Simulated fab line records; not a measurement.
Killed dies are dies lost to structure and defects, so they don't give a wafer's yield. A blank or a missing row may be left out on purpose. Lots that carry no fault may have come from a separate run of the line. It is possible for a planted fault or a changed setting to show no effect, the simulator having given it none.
A lot that was struck, set against a sound lot + flow n5 finfet + 36 steps out of a route of 1938
Sound: wafers L886.1, L886.2, L886.4. Struck: wafer L893.5 (L893.2, L893.6, from the same lot, were not struck and are left out); the cause is given at the end.
Per side, at each step with rows, come the tool, then ch with its chambers, and then its first start. Under that, the readings that differ: sound wafers + struck wafers + difference of the means + sigmas: that difference in standard deviations of wafers without a fault.
alike: a reading whose means differ by less than 2 such deviations, as well as words and numbers matching on both sides. not compared: withheld readings; readings where some wafer has no value; bounds like >300 that might hide an equal value; numbers whose values overlap and for which the record gives no deviation.
A row with sigmas, a row that says differs or no value, or rows on one side alone: a step with any of these is where the two part. Numbers that have no deviation but don't overlap get no sigmas and don't part them. A reading missing from all wafers of one side parts the sides only when that side holds two or more wafers.

first, 7 steps without rows for these wafers: N5_BEOL_M4_PRE_CLEAN_60 (time 15 s); N5_BEOL_M4_CO_CAP_55 (material Co, precursor CCTBA/H2, target thk 2 nm, time 102.1 s); N5_BEOL_M4_PRE_CLEAN_56 (time 15 s); N5_BEOL_M4_DEP_57 (deposits SiCN from 3MS/NH3, target thk 8 nm, time 14 s); N5_BEOL_M5_ILD_DEP_00 (deposits SiCOH lowk from DEMS/porogen, target thk 140.64 nm, time 25.9 s); N5_BEOL_M5_CURE_79 (cures SiCOH lowk, time 240 s); N5_BEOL_M5_PECVD_70 (deposits SiO2 from TEOS/O2, target thk 16 nm, time 18 s).
N5_BEOL_M5_HM_DEP_02: deposits TiN, target thk 20 nm.
  sound on pvd sputter-02, day 8 11:45; struck on pvd sputter-02, day 10 23:20
| reading                                    | sound        | struck | difference | sigmas |
|--------------------------------------------|--------------|--------|------------|--------|
| model.TiN_of_BEOL_M5_HM_DEP_02.thk nm (nm) | 19.8 19.8 20 | 12.2   | -7.7       |        |
  alike: throttle valve pct
then, 16 steps without rows for these wafers: N5_BEOL_M5_COAT_59 (time 60 s, resist thk 60 nm); N5_BEOL_M5_COAT_60 (time 60 s, resist thk 12 nm); N5_BEOL_M5_COAT_71 (time 60 s, resist thk 5 nm); N5_BEOL_M5_COAT_05 (resist thk 30 nm); N5_BEOL_M5_EBR_07; N5_BEOL_M5_SOFTBAKE_06 (time 60 s); N5_BEOL_M5_EXPOSE_08 (exposes mask M5, target cd 28 nm); N5_BEOL_M5_PEB_09 (peb time 60 s); N5_BEOL_M5_DEVELOP_10 (develop time 30 s); N5_BEOL_M5_DESCUM_16 (chemistry O2, time 7 s); N5_BEOL_M5_ETCH_72 (etches underlayer in N2/H2, target depth 6.5 nm, time 5.2 s); N5_BEOL_M5_ETCH_61 (etches SiARC in CF4, target depth 15.6 nm, time 26 s); N5_BEOL_M5_ETCH_62 (etches SOC in N2/H2, target depth 75 nm, overetch 15 nm, time 112.5 s); N5_BEOL_M5_STRIP_63 (strips in N2/H2); N5_BEOL_M5_STRIP_73 (strips in N2/H2); N5_BEOL_M5_STRIP_64 (strips in CF4).
N5_BEOL_M5_HM_OPEN_17: chemistry Cl2/BCl3, target TiN, target depth 20 nm, overetch 6 nm.
  sound on rie metal-01 ch 0,1, day 8 12:47; struck on rie metal-02 ch 0, day 11 00:13
| reading                  | sound          | struck | difference | sigmas |
|--------------------------|----------------|--------|------------|--------|
| oes product au (a.u.)    | 0.62 0.67 0.68 | 0.50   | -0.16      | -4     |
| model.etch.depth nm (nm) | 19.75 19.88 20 | 12.22  | -7.66      |        |
  alike: drypump motor current A, throttle valve pct
  not compared: rf hours counter h
then, 8 steps without rows for these wafers: N5_BEOL_M5_STRIP_19 (strips in O2); N5_BEOL_M5_COAT_65 (time 60 s, resist thk 60 nm); N5_BEOL_M5_COAT_66 (time 60 s, resist thk 12 nm); N5_BEOL_M5_COAT_74 (time 60 s, resist thk 5 nm); N5_BEOL_M5_COAT_22 (resist thk 30 nm); N5_BEOL_M5_EBR_24; N5_BEOL_M5_SOFTBAKE_23 (time 60 s); N5_BEOL_M5_EXPOSE_25 (exposes mask V4, defocus 10 nm).
N5_BEOL_M5_TRENCH_ETCH_37: etches SiCOH lowk in C4F6/O2, target depth 71.652 nm, time 24.7 s.
  sound: rie diel-06 ch 1,2,3; struck: rie diel-01 ch 0
| reading                                    | sound        | struck | difference | sigmas |
|--------------------------------------------|--------------|--------|------------|--------|
| model.TiN_of_BEOL_M5_HM_DEP_02.thk nm (nm) | 17.6 17.8 18 | 10.2   | -7.6       |        |
  alike: drypump motor current A, oes product au, rf vpp V, showerhead plenum p Torr, throttle valve pct
  not compared: rf hours counter h, model.BEOL_M5.cd nm
N5_BEOL_M5_ETCH_41: etches SiCN in CH3F/O2, target depth 31.5 nm, time 56.7 s.
  sound: rie diel-06 ch 1,2,3; struck: rie diel-01 ch 0
  alike: drypump motor current A, oes product au, rf vpp V, showerhead plenum p Torr, throttle valve pct
  not compared: rf hours counter h, model.BEOL_M5.cd nm
-- a jump in the record: the struck wafers' starts before and after are 4 days apart (it breaks off in module BEOL_M5 and resumes in module PASSIVATION, where the first step shown is number 1936 of the route) --
N5_PASSIVATION_PROBE_49:
  only the struck wafers here have rows in the record (prober-01, day 15 11:38); the sound ones have none

WHERE THEY PART
Earliest at N5_BEOL_M5_HM_OPEN_17; latest, in this record, at N5_PASSIVATION_PROBE_49.

WHY: the cause the simulator had injected
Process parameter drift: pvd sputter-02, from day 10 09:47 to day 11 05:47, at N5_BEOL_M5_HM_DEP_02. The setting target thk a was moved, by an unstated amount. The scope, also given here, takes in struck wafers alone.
